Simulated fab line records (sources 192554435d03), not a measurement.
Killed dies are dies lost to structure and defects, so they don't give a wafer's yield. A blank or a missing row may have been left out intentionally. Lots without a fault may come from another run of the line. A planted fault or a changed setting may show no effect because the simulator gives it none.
fab line records | flow n5Finfet
record: lots: 10 wafers: 30 lastDay: 16
route steps=1938 shown HKMG_FIN@402 BEOL_M4@1111 PASSIVATION@1936
lots untouched by any fault: they come from a run of this same line in which no faults occurred
startH: hours from the record's first day to the start of the lot's first wafer shown | waitH: time in hours since the lot's previous step | " identical to the entry in the row above | L1.1+2: one row covering several wafers at once | - value missing, or start not given | * or withheld: withheld | < > ~ a bound
route shown NAME@n: NAME is a module with steps in the file, n the number in the route of the first one | usual: mean and standard deviation over wafers with no fault | same: alike in all rows | chamber/n: place in a boat | sites: readings site by site | _std_site: the standard deviation of these | _edge_site: mean of outer sites minus mean of inner sites | radiusMm: for every site, how far away it sits from the centre of the wafer | mask NAME#n: copy n | behind: the tool/chamber that last shaped the wafer | hold: what put the lot on hold/how long, in hours/how the hold closed | device: the transistor (n, p or np) that didn't switch | end of line: the tests these same wafers got at the end of their route | a step with no rows: only its recipe | killed: at the first sort, the dies lost to defects and structure; wafer yield is something else | map: per-die view of a wafer (x killed, . not killed, _ where there is no die)
set.NAME: the setting as run; set.NAME@STEP: as run at that earlier step | model.NAME: the simulator's own value behind a step, which no gauge read
the route's steps for a sample of lots (tables are steps, rows are wafers)
services: when a tool's chamber went out of use (startH, in hours from the record's first day, below 0 if earlier), for how many hours, and the reason
== steps ==
step: N5_HKMG_FIN_ETCH_54
recipe: chemistry: CF4 target: SiARC targetDepthA: 455 maskMaterial: CAR-ArF timeS: 75.8 ionEnergyEv: 80 pressureMtorr: 40 sourceW: 545 biasW: 36 Ar_flow_sccm: 100 cf4FlowSccm: 100 ends: cleared
usual: cf4FlowSccm: 99.98/0.28 drypumpMotorCurrentA: 5.5/0.48 etchRfOnTimeS: 75.6/1.3 oesProductAu: 0.69/0.09 rfFwdPowerW: 540.2/2 rfVppV: 184.0/1.2 showerheadPlenumPTorr: 2.13/0.075 throttleValvePct: 15.6/0.31
columns lot.wafer tool chamber startH waitH cf4FlowSccm drypumpMotorCurrentA etchRfOnTimeS oesProductAu rfFwdPowerW rfHoursCounterH rfVppV showerheadPlenumPTorr throttleValvePct
L458.2 rieDiel-02 2 72.40 0.0 100.52 5.1 75.4 0.78 539.2 19 184.0 2.09 15.3
L458.3 " 1 " " 100.19 6.4 78.3 0.59 536.5 217 183.7 2.12 15.4
L458.4 " 3 " " 99.69 5.3 75.8 0.60 541.6 244 182.3 2.02 15.7
L459.1 rieDiel-04 2 78.29 0.0 100.12 5.1 75.1 0.61 542.3 228 184.6 2.11 15.7
L459.4 " 1 " " 99.94 6.0 75.0 0.65 536.5 159 186.2 2.22 15.9
L459.6 " 3 " " 99.40 6.2 76.2 0.61 537.4 - 186.0 2.10 15.6
L460.2 rieDiel-03 3 82.01 0.0 99.80 5.1 75.7 0.67 541.1 109 185.1 2.25 15.7
L460.3 " 2 " " 100.22 5.9 75.3 0.62 537.3 184 184.8 2.12 15.6
L460.5 " 3 " " 99.55 5.1 76.3 0.67 542.8 - 184.6 2.25 15.7
L461.2 rieDiel-03 1 89.45 0.0 100.06 5.3 77.2 0.74 541.7 45 183.5 2.10 15.3
L461.4 " 0 " " 99.98 6.1 74.2 0.83 540.7 2 184.3 2.10 15.7
L461.5 " 1 " " 99.81 5.3 75.8 0.74 537.8 - 183.1 2.09 15.3
L466.1 rieDiel-02 2 120.32 0.0 100.16 5.2 74.5 0.75 539.9 37 183.4 2.08 15.3
L466.2 " 1 " " 99.91 6.4 78.5 0.59 536.9 234 184.4 2.11 15.4
L466.3 " 3 " " 100.18 5.3 73.0 0.84 541.0 6 185.8 2.27 15.3
L468.3 rieDiel-03 2 133.77 0.0 99.87 5.8 76.9 0.61 540.1 203 184.7 2.11 15.6
L468.4 " 0 " " 99.54 6.1 73.2 0.79 541.1 - 182.4 2.10 15.7
L468.6 " 3 " " 100.14 5.1 75.5 0.65 538.6 - 183.9 2.25 15.7
L470.1 rieDiel-04 1 145.04 0.0 100.10 6.0 75.7 0.63 539.6 182 184.5 2.21 15.9
L470.2 " 3 " " 100.14 6.1 77.8 0.58 538.6 250 182.1 2.10 15.7
L470.4 " 3 " " 100.46 6.1 77.5 0.59 538.4 - 182.9 2.10 15.7
L472.2 rieDiel-02 0 156.65 0.0 100.37 5.1 75.6 0.62 541.0 209 182.8 2.04 16.1
L472.3 " 2 " " 100.20 5.1 75.1 0.74 539.1 51 184.3 2.08 15.4
L472.6 " 3 " " 100.63 5.3 73.4 0.80 540.2 - 186.0 2.26 15.3
L478.3 rieDiel-02 1 198.52 0.0 100.08 6.4 74.6 0.82 536.2 5 185.5 2.10 15.0
L478.4 " 2 " " 100.63 5.1 75.0 0.71 541.6 68 182.9 2.07 15.4
L478.6 " 1 " " 99.69 6.4 74.7 0.82 536.7 - 184.7 2.10 15.0
L479.2 rieDiel-04 2 198.91 0.0 100.32 5.0 74.1 0.80 541.9 16 182.8 2.09 15.3
L479.3 " 1 " " 99.90 6.0 76.4 0.62 540.6 206 185.2 2.21 16.0
L479.6 " 2 " " 100.10 5.1 73.6 0.80 542.6 - 183.4 2.09 15.3
step: N5_HKMG_FIN_STRIP_60
recipe: chemistry: N2/H2 powerW: 2500 tempC: 300 h2Frac: 0.65 timeS: 360 pressureMtorr: withheld n2FlowSccm: 1750 h2FlowSccm: 3250
usual: drypumpMotorCurrentA: 5.6/0.44 heaterPowerW: 527/33
same: timeS: 360
columns lot.wafer tool chamber startH waitH drypumpMotorCurrentA heaterPowerW rfHoursCounterH
L458.2 plasmaAsher-02 0 73.24 0.0 5.6 534 36
L458.3 " 0 " " 5.7 542 -
L458.4 " 1 " " 5.4 499 -
L459.1 plasmaAsher-01 1 79.14 0.0 6.1 569 84
L459.4 " 1 " " 6.1 561 -
L459.6 " 1 " " 6.1 574 -
L460.2 plasmaAsher-01 0 82.85 0.0 5.1 493 84
L460.3 " 1 " " 6.1 565 -
L460.5 " 0 " " 5.1 501 -
L461.2 plasmaAsher-02 1 90.30 0.0 5.4 519 40
L461.4 " 1 " " 5.4 530 -
L461.5 " 1 " " 5.4 496 -
L466.1 plasmaAsher-02 0 121.19 0.1 5.6 513 47
L466.2 " 1 " " 5.4 496 47
L466.3 " 1 " " 5.4 509 -
L468.3 plasmaAsher-01 0 134.74 0.1 5.1 491 -
L468.4 " 1 " " 6.1 580 -
L468.6 " 1 " " 6.1 583 -
L470.1 plasmaAsher-01 0 145.88 0.0 5.1 497 96
L470.2 " 1 " " 6.1 558 96
L470.4 " 1 " " 6.1 574 -
L472.2 plasmaAsher-01 1 157.50 0.0 6.1 565 98
L472.3 " 1 " " 6.1 572 -
L472.6 " 0 " " 5.1 504 -
L478.3 plasmaAsher-01 0 199.48 0.1 5.1 498 -
L478.4 " 1 " " 6.1 568 -
L478.6 " 1 " " 6.1 576 -
L479.2 plasmaAsher-01 1 199.76 0.0 6.1 570 106
L479.3 " 0 " " 5.1 504 -
L479.6 " 0 " " 5.1 491 -
step: N5_HKMG_FIN_COAT_30
recipe: resist: SiARC tempC: 220 timeS: 60 spinRpm: 1500 resistThkNm: 35
usual: exhaustPa: 45.1/0.9 plateTempC: 219.98/0.16 spinSpeedRpm: 1499.9/0.84
same: timeS: 60
columns lot.wafer tool chamber startH waitH exhaustPa plateTempC spinSpeedRpm
L458.2 lithoTrack-04 0 75.41 - 45.4 219.91 1498.7
L458.3 " 0 " " 46.2 220.26 1499.1
L458.4 " 0 " " 45.6 220.25 1498.9
L459.1 lithoTrack-04 0 81.27 - 45.3 220.03 1498.2
L459.4 " 0 " " 44.7 219.79 1499.2
L459.6 " 0 " " 45.1 219.86 1500.3
L460.2 lithoTrack-04 0 85.08 - 46.4 220.31 1499.3
L460.3 " 0 " " 45.7 220.20 1500.3
L460.5 " 0 " " 45.5 220.06 1498.7
L461.2 lithoTrack-02 0 92.35 - 44.9 220.28 1500.1
L461.4 " 0 " " 46.3 220.13 1500.7
L461.5 " 0 " " 45.2 220.16 1500.2
L466.1 lithoTrack-04 0 123.38 - 44.2 219.98 1456.8
L466.2 " 0 " " 43.5 220.00 1457.7
L466.3 " 0 " " 44.4 219.82 1457.2
L468.3 lithoTrack-04 0 136.67 - 46.7 219.93 1458.4
L468.4 " 0 " " 43.5 219.96 1458.4
L468.6 " 0 " " 45.6 220.10 1460.8
L470.1 lithoTrack-04 0 148.10 - 44.4 220.10 1457.3
L470.2 " 0 " " 44.7 219.93 1458.9
L470.4 " 0 " " 45.6 219.97 1457.9
L472.2 lithoTrack-02 0 159.56 - 45.4 219.94 1501.2
L472.3 " 0 " " 47.2 219.98 1500.6
L472.6 " 0 " " 45.9 219.95 1500.7
L478.3 lithoTrack-02 0 201.58 - 44.1 220.01 1499.2
L478.4 " 0 " " 44.0 219.93 1499.2
L478.6 " 0 " " 43.8 220.01 1500.9
L479.2 lithoTrack-02 0 201.80 - 44.6 220.26 1499.2
L479.3 " 0 " " 44.4 219.97 1500.3
L479.6 " 0 " " 44.9 220.00 1500.1
step: N5_HKMG_FIN_INSPECT_14
recipe: mode: adi inspectInstrument: macro
usual: rawDefectCount: 2.1/1.6
columns lot.wafer tool chamber startH waitH rawDefectCount
L458.2 defectInspect-02 - 75.83 0.0 0
L458.3 " - " " 3
L458.4 " - " " 2
L459.1 defectInspect-02 - 81.56 0.0 4
L459.4 " - " " 2
L459.6 " - " " 0
L460.2 defectInspect-01 - 85.50 0.0 6
L460.3 " - " " 1
L460.5 " - " " 2
L461.2 defectInspect-01 - 92.77 0.0 3
L461.4 " - " " 3
L461.5 " - " " 0
L466.1 defectInspect-02 - 123.67 0.0 3
L466.2 " - " " 1
L466.3 " - " " 1
L468.3 defectInspect-01 - 137.09 0.0 4
L468.4 " - " " 0
L468.6 " - " " 3
L470.1 defectInspect-02 - 148.52 0.0 0
L470.2 " - " " 2
L470.4 " - " " 6
L472.2 defectInspect-02 - 159.98 0.0 1
L472.3 " - " " 2
L472.6 " - " " 4
L478.3 defectInspect-01 - 202.01 0.0 2
L478.4 " - " " 1
L478.6 " - " " 4
L479.2 defectInspect-02 - 202.09 0.0 0
L479.3 " - " " 1
L479.6 " - " " 0
step: N5_BEOL_M4_RC_MEAS_101
usual: DIBL_N: 35.8/1.5 DIBL_P: 35.9/1.8 IOFF_N: 0.152/0.025 IOFF_P: 0.21/0.031 ION_N: 672/11 ION_P: 462/7.4 SS_N: 71.5/0.52 SS_P: 73.2/0.54 VT_N: 250/3 VT_P: -250/3.3
columns lot.wafer tool chamber startH waitH DIBL_N[mV/V] DIBL_P[mV/V] IOFF_N[nA/um] IOFF_P[nA/um] ION_N[uA/um] ION_P[uA/um] SS_N[mV/dec] SS_P[mV/dec] VT_N[mV] VT_P[mV]
L459.1 prober-01 0 166.18 0.0 35.7 36.5 0.146 0.19 670 454 72.9 72.9 251 -253
L459.4 " 0 " " 38.0 38.4 0.192 0.21 672 457 73.0 73.7 250 -249
L459.6 " 0 " " 37.1 37.1 0.176 0.20 682 455 72.7 73.0 251 -249
L458.2 prober-02 0 172.02 0.2 37.7 37.6 0.168 0.25 681 470 71.9 73.4 250 -247
L458.3 " 0 " " 35.8 35.2 0.146 0.20 669 463 71.5 73.2 250 -248
L458.4 " 0 " " 35.6 36.1 0.145 0.22 672 472 71.4 72.5 251 -248
L461.2 prober-01 0 178.69 0.2 34.4 31.2 0.096 0.13 655 449 70.5 72.3 261 -260
L461.4 " 0 " " 37.0 34.5 0.137 0.18 672 458 71.1 73.2 253 -254
L461.5 " 0 " " 36.8 34.3 0.137 0.18 669 458 71.2 73.1 251 -255
L460.2 prober-02 0 178.93 0.2 37.5 36.4 0.161 0.23 675 467 71.4 73.3 249 -247
L460.3 " 0 " " 38.5 38.3 0.195 0.27 690 474 72.0 73.9 244 -245
L460.5 " 0 " " 35.5 34.8 0.131 0.20 665 465 71.7 73.3 251 -248
L466.1 prober-02 0 215.61 0.0 38.0 38.8 0.173 0.22 679 455 71.7 73.2 249 -252
L466.2 " 0 " " 34.6 34.5 0.115 0.15 652 449 71.6 72.3 256 -255
L466.3 " 0 " " 36.3 36.1 0.146 0.18 669 463 71.1 72.7 252 -253
L470.1 prober-01 0 236.76 0.0 37.1 37.8 0.177 0.23 667 458 71.3 74.7 248 -248
L470.2 " 0 " " 34.2 34.8 0.128 0.18 677 467 71.8 73.7 252 -250
L470.4 " 0 " " 35.5 36.5 0.145 0.20 672 459 71.3 74.1 251 -253
L468.3 prober-01 0 239.52 0.3 37.8 35.5 0.148 0.21 669 458 71.3 73.0 250 -247
L468.4 " 0 " " 37.7 35.1 0.151 0.21 666 459 72.1 72.7 253 -249
L468.6 " 0 " " 37.9 34.9 0.149 0.20 662 451 72.2 73.3 255 -250
L472.2 prober-01 0 246.47 0.2 35.0 34.8 0.141 0.19 677 463 71.7 72.9 249 -253
L472.3 " 0 " " 35.6 35.4 0.143 0.20 667 464 71.7 73.0 253 -251
L472.6 " 0 " " 35.9 36.6 0.164 0.22 678 466 71.9 73.7 248 -249
L478.3 prober-01 0 289.49 0.3 34.0 34.4 0.141 0.21 664 463 72.0 73.1 252 -247
L478.4 " 0 " " 33.5 34.2 0.127 0.20 648 457 70.8 72.4 253 -247
L478.6 " 0 " " 34.8 36.0 0.159 0.24 689 473 71.4 73.4 249 -246
L479.2 prober-02 0 300.52 0.2 33.7 34.6 0.135 0.20 662 465 71.3 72.6 251 -249
L479.3 " 0 " " 33.9 34.2 0.133 0.19 664 455 71.8 73.0 253 -251
L479.6 " 0 " " 34.5 34.7 0.145 0.20 653 455 71.4 73.2 254 -252
step: N5_PASSIVATION_PROBE_49
usual: defectLimitedYield: 91.7/1.7 killed_at_M0_to_M3: 34/10 killed_at_M4_up: 13/5.1 killedAtContacts: 12/6.2 killedAtFrontEnd: 36/12 killedAtOther: 3.2/2.6 killedDies: 98/20 killedOnRim: 13/4.5 killedOpen: 65/13 killedShort: 32/8.4 sort_bin_5_function: 4.8/1.1 sort_bin_6_memory: 3.2/0.74 sort_bin_8_speed: 0.00/0.012 sortNPass: 1082/20 sortYieldPct: 91.7/1.7
same: grossDies: 1180 killedAtBackSide: 0 sort_bin_4_leakage[%]: 0
columns lot.wafer tool chamber startH waitH defectLimitedYield[%] killed_at_M0_to_M3 killed_at_M4_up killedAtContacts killedAtFrontEnd killedAtOther killedDies killedOnRim killedOpen killedShort sort_bin_5_function[%] sort_bin_6_memory[%] sort_bin_8_speed[%] sortNPass sortYieldPct[%]
L458.2 prober-01 - 273.70 0.1 92.1 38 8 15 32 0 93 12 62 30 4.6 2.9 0 1087 92.1
L458.3 prober-01 - 273.75 0.1 91.3 58 12 8 24 1 103 13 65 38 5.1 3.0 0 1077 91.3
L458.4 prober-01 - 273.80 0.2 93.0 34 11 9 27 2 83 18 61 19 4.9 1.9 0 1097 93.0
L472.2 prober-02 - 353.84 0.1 90.1 34 22 6 54 1 117 19 67 50 5.5 3.8 0 1063 90.1
L472.3 prober-02 - 353.89 0.1 92.0 28 9 3 51 3 94 13 62 32 4.7 3.1 0 1086 92.0
L472.6 prober-02 - 354.04 0.3 91.0 25 11 17 50 3 106 14 78 26 5.5 3.2 0 1074 91.0
L478.3 prober-02 - 392.07 0.1 93.1 22 12 11 35 2 82 8 57 23 4.6 2.2 0 1098 93.1
L478.4 prober-02 - 392.12 0.2 92.9 30 12 5 31 6 84 15 51 31 4.2 2.7 0 1096 92.9
L478.6 prober-02 - 392.22 0.3 89.2 41 22 18 39 8 128 13 74 51 5.7 4.1 0 1052 89.2
killed by level:class
L458.2 BEOL_M0_SAQP:geometricParticle:short=13 MOL_CONTACT_COAG:geometricParticle:open=12 FIN_SAQP:geometricParticle:open=9 BEOL_M0_SAQP:geometricParticle:open=8 BEOL_M1:geometricParticle:open=6 FIN_SAQP:geometricParticle:short=5 STI_FIN_REVEAL:geometricParticle:open=4 BEOL_M2:geometricParticle:open=4
L458.3 BEOL_M0_SAQP:geometricParticle:short=18 BEOL_M0_SAQP:geometricParticle:open=12 BEOL_M1:geometricParticle:open=10 BEOL_M2:geometricParticle:open=9 MOL_CONTACT_COAG:geometricParticle:open=6 BEOL_M4:geometricParticle:open=6 FIN_SAQP:geometricParticle:short=5 FIN_SAQP:geometricParticle:open=4
L458.4 BEOL_M1:geometricParticle:open=12 MOL_CONTACT_COAG:geometricParticle:open=9 BEOL_M3:geometricParticle:open=6 STI_FIN_REVEAL:geometricParticle:open=5 GATE_CUT:geometricParticle:open=5 BEOL_M0_SAQP:geometricParticle:short=4 BEOL_M2:geometricParticle:open=4 DUMMY_GATE:geometricParticle:open=3
L472.2 BEOL_M0_SAQP:geometricParticle:short=12 FIN_SAQP:geometricParticle:short=11 FIN_SAQP:geometricParticle:open=9 BEOL_M4:geometricParticle:open=9 GATE_CUT:geometricParticle:short=7 BEOL_M2:geometricParticle:open=7 BEOL_M0_SAQP:geometricParticle:open=6 ILD0:geometricParticle:open=5
L472.3 BEOL_M1:geometricParticle:open=13 FIN_SAQP:geometricParticle:open=10 STI_FIN_REVEAL:geometricParticle:open=9 GATE_CUT:geometricParticle:short=9 ILD0:geometricParticle:open=4 GATE_CUT:geometricParticle:open=4 BEOL_M3:geometricParticle:open=4 BEOL_M0_SAQP:geometricParticle:short=3
L472.6 MOL_CONTACT_COAG:geometricParticle:open=15 FIN_SAQP:geometricParticle:short=10 FIN_SAQP:geometricParticle:open=10 BEOL_M0_SAQP:geometricParticle:open=7 BEOL_M1:geometricParticle:open=7 ILD0:geometricParticle:open=6 SPACER0:geometricParticle:open=5 GATE_CUT:geometricParticle:open=4
L478.3 MOL_CONTACT_COAG:geometricParticle:open=9 DUMMY_GATE:geometricParticle:open=7 BEOL_M0_SAQP:geometricParticle:open=7 STARTING-WAFER:geometricParticle:short=6 FIN_SAQP:geometricParticle:open=5 FIN_SAQP:geometricParticle:short=4 BEOL_M1:geometricParticle:open=4 BEOL_M3:geometricParticle:open=4
L478.4 STI_FIN_REVEAL:geometricParticle:open=8 FIN_SAQP:geometricParticle:open=6 BEOL_M0_SAQP:geometricParticle:open=6 BEOL_M0_SAQP:geometricParticle:short=5 BEOL_M1:geometricParticle:open=5 BEOL_M4:geometricParticle:short=4 BEOL_M4:geometricParticle:open=4 PASS1_CAP:geometricParticle:open=4
L478.6 MOL_CONTACT_COAG:geometricParticle:open=11 BEOL_M0_SAQP:geometricParticle:short=10 BEOL_M4:geometricParticle:open=10 MOL_CONTACT_COAG:geometricParticle:short=7 BEOL_M3:geometricParticle:open=7 BEOL_M4:geometricParticle:short=7 BEOL_M1:geometricParticle:open=6 BEOL_M2:geometricParticle:open=6
== services ==
columns tool chamber startH hours kind
rieDiel-03 0 63.04 1.6 repair
plasmaAsher-02 - 63.86 1.7 repair
plasmaAsher-02 - 78.70 2.8 pm
plasmaAsher-01 - 85.79 3.2 repair
rieDiel-02 3 87.23 - clean
rieDiel-02 3 87.23 - consumableReplace:focusRing
rieDiel-02 3 87.23 - consumableReplace:showerhead
rieDiel-02 3 87.23 14.4 scheduledDown
rieDiel-02 3 87.23 14.4 ventCycle
rieDiel-03 1 129.58 13.2 repair
rieDiel-04 2 139.87 - clean
rieDiel-04 2 139.87 - consumableReplace:focusRing
rieDiel-04 2 139.87 23.9 scheduledDown
rieDiel-04 2 139.87 23.9 ventCycle
rieDiel-04 3 163.89 - clean
rieDiel-04 3 163.89 - consumableReplace:focusRing
rieDiel-04 3 163.89 13.6 scheduledDown
rieDiel-04 3 163.89 13.6 ventCycle
rieDiel-02 1 166.72 - clean
rieDiel-02 1 166.72 - consumableReplace:focusRing
rieDiel-02 1 166.72 15.5 scheduledDown
rieDiel-02 1 166.72 15.5 ventCycle
rieDiel-04 0 177.63 - clean
plasmaAsher-01 - 178.73 7.2 repair
== key ==
firstSign: step: N5_HKMG_FIN_COAT_30 reading: spinSpeedRpm direction: down sigmas: 50 usual: * struck: *
effect none on later readings
metAt N5_HKMG_FIN_COAT_30
struckLots L466,L468,L470
notActingAt N5_HKMG_FIN_ETCH_54,N5_HKMG_FIN_STRIP_60,N5_HKMG_FIN_INSPECT_14
onsetBetween 85.08 123.38
fault: kind: processParameterDrift tool: lithoTrack-04 chamber: - onsetH: 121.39 steps: N5_HKMG_FIN_COAT_30 channel: spinRpm offset: * shape: step endH: 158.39 actsIn: * stated: *
